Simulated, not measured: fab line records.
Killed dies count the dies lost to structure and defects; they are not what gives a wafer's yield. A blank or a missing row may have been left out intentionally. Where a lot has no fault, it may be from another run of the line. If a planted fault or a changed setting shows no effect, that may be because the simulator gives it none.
One fault seen from 3 desks -- flow n5-finfet -- every desk sees just its own numbers, and what lay behind them comes last

## TOOL OWNER'S DESK, rie-diel-03
The tool's own readings at N5_BEOL_M14_ETCH_68 (etches SOC in N2/H2, time 450 s): means of the sampled wafers that have a number, for each lot that ran on this tool. Marked OUT: a lot whose mean sits more than 4 standard deviations from the usual mean, which makes it out of limits; the brackets give that distance.
Columns: A = drypump-motor-current-A at N5_BEOL_M14_ETCH_68, usual 5.6 A; B = oes-product-au at N5_BEOL_M14_ETCH_68, usual 0.79 a.u.; C = rf-vpp-V at N5_BEOL_M14_ETCH_68, usual 524.2 V; D = run-length-s at N5_BEOL_M14_ETCH_68, usual 473.3 s; E = showerhead-plenum-p-Torr at N5_BEOL_M14_ETCH_68, usual 2.55 Torr; F = throttle-valve-pct at N5_BEOL_M14_ETCH_68, usual 17.76 %
lot,first seen here,A,B,C,D,E,F
L616,day 11 01:40,5.4,0.80,524.0,473.2,2.55,17.68
L623,day 13 04:29,5.9,0.73,524.6,472.9,2.51,17.68
L625,day 14 01:04,6.0,0.72,522.7,464.4 (-21) OUT,2.51,17.68
L630,day 15 02:08,5.8,0.81,523.0,456.1 (-41) OUT,2.51,17.68
L639,day 17 21:05,5.6,0.70,523.7,472.9,2.51,17.79
This desk's finding: out of limits on L625, L630; first on L625, day 14 01:04 (run-length-s at N5_BEOL_M14_ETCH_68). L616, L623, L639: within limits.

## THE DEFECT DESK
What the inspections along the route counted, lot by lot: means of the sampled wafers that have a number. Marked OUT: a lot whose mean sits more than 4 standard deviations from the usual mean, which makes it out of limits; the brackets give that distance.
Columns: A = raw-defect-count at N5_BEOL_M14_INSPECT_12, usual 2.0
lot,first seen here,A
L616,day 10 23:53,3.3
L619,day 12 01:16,1.3
L620,day 12 01:28,1.0
L623,day 13 03:18,1.7
L625,day 14 00:00,2.7
L628,day 14 04:05,1.0
L630,day 15 00:55,1.7
L632,day 15 04:15,1.7
L618,day 17 01:50,1.7
L639,day 17 20:01,2.0
L638,day 18 15:13,3.3
This desk's verdict: no lot among the 11 shows anything out of limits.

## FROM THE METROLOGY DESK
What the gauges read, lot by lot, whatever tool the lot ran on: means of the sampled wafers that have a number. Marked OUT: a lot whose mean sits more than 4 standard deviations from the usual mean, which makes it out of limits; the brackets give that distance.
Columns: A = cd-nm at N5_BEOL_M14_CD_MEAS_17, usual 250.1 nm
lot,first seen here,A
L616,day 11 00:21,248.9
L619,day 12 01:44,250.2
L620,day 12 01:56,252.0
L623,day 13 03:46,251.9
L625,day 14 00:28,249.4
L628,day 14 04:35,251.3
L630,day 15 01:23,250.2
L632,day 15 05:05,251.0
L618,day 17 02:19,249.1
L639,day 17 20:29,248.4
L638,day 18 15:41,252.8
This desk's verdict: no lot among the 11 shows anything out of limits.

## BROUGHT TOGETHER
An alarm could have come from the tool owner's desk at day 14 01:04, on L625, L630.
No out-of-limits result turned up at the defect desk.
Metrology desk: nothing out of limits seen.
The defect desk has L625, L630 on record, within its limits.
The metrology desk has L625, L630 on record, within its limits.
Of the lots named, all ran N5_BEOL_M14_ETCH_68 on rie-diel-03.

## WHAT THE SIMULATOR PUT IN
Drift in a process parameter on rie-diel-03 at N5_BEOL_M14_ETCH_68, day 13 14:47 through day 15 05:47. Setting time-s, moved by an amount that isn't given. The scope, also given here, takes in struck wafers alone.
Lots struck among those shown: L625, L630.
Time in hours from fault onset to the first out-of-limits reading at each desk: the tool owner's desk, 10.
